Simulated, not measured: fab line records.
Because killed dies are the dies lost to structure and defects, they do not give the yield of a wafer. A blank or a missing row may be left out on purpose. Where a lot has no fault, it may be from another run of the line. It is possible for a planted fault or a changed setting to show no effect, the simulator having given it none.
Chamber matching :: flow n5Finfet :: N5_BEOL_M8_VIA_ETCH_34 on rieDiel-04 has 4 sister chambers
The step etches SiCOH lowk in C4F6/O2, target depth 125.5 nm, time 50.5 s. 4 wafers are shown with their chamber, then 10 later ones without.

WAFERS PAIRED WITH THEIR CHAMBERS
wafer: L082.5
chamber: 1
rfVppV (V): 655

wafer: L082.6
chamber: 0
rfVppV (V): 668

wafer: L086.1
chamber: 3
rfVppV (V): 676

wafer: L086.2
chamber: 2
rfVppV (V): 673

WAFERS WITHOUT THEIR CHAMBER
wafer: L086.3
rfVppV (V): 668

wafer: L090.2
rfVppV (V): 656

wafer: L090.4
rfVppV (V): 674

wafer: L090.6
rfVppV (V): 676

wafer: L093.2
rfVppV (V): 673

wafer: L093.4
rfVppV (V): 666

wafer: L093.5
rfVppV (V): 655

wafer: L095.2
rfVppV (V): 666

wafer: L095.3
rfVppV (V): 673

wafer: L095.5
rfVppV (V): 655

WHICH CHAMBER EACH ONE RAN IN
wafer: L086.3
from the rows above: 0
in truth: 0

wafer: L090.2
from the rows above: 1
in truth: 1

wafer: L090.4
from the rows above: can't be placed: 2 or 3
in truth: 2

wafer: L090.6
from the rows above: 3
in truth: 3

wafer: L093.2
from the rows above: 2
in truth: 2

wafer: L093.4
from the rows above: 0
in truth: 0

wafer: L093.5
from the rows above: 1
in truth: 1

wafer: L095.2
from the rows above: 0
in truth: 0

wafer: L095.3
from the rows above: 2
in truth: 2

wafer: L095.5
from the rows above: 1
in truth: 1
Placed correctly: 9 of 10. These rows do not allow placing 1 (true chamber among the candidates in 1). Wrongly placed: 0.
How it was worked out, from the rows above alone: a wafer's distance from a chamber is the root of the sum, over the readings, of the square of ((its reading less the chamber's mean) divided by the reading's scatter). If the next closest chamber is less than 2 further off than the closest, the wafer can't be placed; otherwise it belongs to the closest. Each chamber's mean is taken over the wafers shown for it. The scatter (one wafer shown for each chamber): square how far every hidden wafer sits from the nearest shown wafer, average those squares and take the square root.
